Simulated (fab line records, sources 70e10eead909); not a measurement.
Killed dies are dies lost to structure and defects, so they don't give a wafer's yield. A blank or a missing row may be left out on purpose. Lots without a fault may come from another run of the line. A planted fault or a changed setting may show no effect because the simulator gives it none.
A struck lot beside a sound one | flow nand_harc | 15 steps out of a route of 1159
Sound: wafers L684.2, L684.3, L684.4. Struck: wafer L697.5. (L697.4, L697.6 of the same lot were not struck and are left out.) The cause comes at the end.
At each step with rows: each side's tool, then ch and its chambers, then its first start. Under that, the readings that differ: sound wafers | struck wafers | difference of the means | sigmas: that difference in standard deviations of wafers without a fault.
alike: readings whose means differ by less than 2 such deviations, and words and numbers that are the same on both sides. not compared: withheld readings, readings that some wafer has no value for, bounds like >300 that may hide the same value, and numbers for which the record gives no deviation and whose values overlap.
The two part at a step that has a row with sigmas, a row that says differs or no value, or rows on one side only. Numbers that don't overlap but have no deviation are shown without sigmas and don't part them. A reading that every wafer of one side lacks parts them only if that side has two wafers or more.

first, 8 steps without rows for these wafers: NHARC_P_GATE_DEHYDRATE_18 (time 120 s); NHARC_P_GATE_HMDS_19 (time 30 s); NHARC_P_GATE_COAT_20 (resist thk 90 nm); NHARC_P_GATE_SOFTBAKE_21 (time 55 s); NHARC_P_GATE_EBR_22; NHARC_P_GATE_EXPOSE_23 (exposes mask P GATE, target cd 120 nm); NHARC_P_GATE_PEB_24 (peb time 65 s); NHARC_P_GATE_DEVELOP_25 (develop time 35 s).
NHARC_P_GATE_CD_MEAS_26: target cd 120 nm.
  sound on cd_sem-01 ch 0, day 4 23:20; struck on cd_sem-02 ch 0, day 7 21:24
  alike: cd_nm
NHARC_P_GATE_OVL_MEAS_27:
  sound on overlay-01, day 4 23:26; struck on overlay-01, day 7 21:29
  alike: overlay_x_nm, overlay_y_nm
NHARC_P_GATE_INSPECT_28:
  sound on defect_inspect-02, day 4 23:28; struck on defect_inspect-02, day 7 21:32
  alike: raw_defect_count
NHARC_P_GATE_DESCUM_31: chemistry O2, time 3 s.
  sound on rie_diel-07 ch 0,1,3, day 4 23:32; struck on rie_diel-07 ch 2, day 7 21:37
  alike: drypump_motor_current_A, oes_product_au, rf_vpp_V, showerhead_plenum_p_Torr, throttle_valve_pct
  not compared: rf_hours_counter_h
NHARC_P_GATE_ETCH_104: etches the open film in CF4/CHF3, target depth 60 nm.
  sound on rie_diel-07 ch 1,2,3, day 4 23:37; struck on rie_diel-07 ch 0, day 7 21:41
  reading                 | sound             | struck | difference | sigmas
  oes_product_au (a.u.)   | 0.919 0.906 0.926 | 0.595  | -0.322     | -13
  model.P_GATE.cd_nm (nm) | 119.9 119.3 121.7 | 122.9  | +2.6       |
  alike: drypump_motor_current_A, rf_vpp_V, showerhead_plenum_p_Torr, throttle_valve_pct
NHARC_P_GATE_HM_OPEN_105: chemistry O2/COS, target depth 360 nm.
  sound on rie_diel-07 ch 0,2,3; struck on rie_diel-07 ch 2
  alike: drypump_motor_current_A, oes_product_au, rf_vpp_V, showerhead_plenum_p_Torr, throttle_valve_pct
  not compared: rf_hours_counter_h
-- the record jumps here: 15 days lie between the struck wafers' starts before and after (it left off in module P_GATE and takes up again in module END, whose first step shown is number 1159 of the route) --
NHARC_END_SORT_01:
  sound on prober-02 ch 0, day 19 16:36; struck on prober-02 ch 0, day 22 22:31
  reading             | sound    | struck | difference | sigmas
  killed_at_periphery | 1 0 1    | 642    | +641       | +99 or more
  killed_dies         | 39 32 36 | 676    | +640       | +58
  alike: killed_at_array, killed_at_other, killed_open, killed_short

WHERE THEY PART
First at NHARC_P_GATE_ETCH_104; last, within this record, at NHARC_END_SORT_01.

WHY: what the simulator had put in
Process parameter drift: rie_diel-07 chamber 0, from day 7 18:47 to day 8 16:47, at NHARC_P_GATE_ETCH_104. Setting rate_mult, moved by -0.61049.
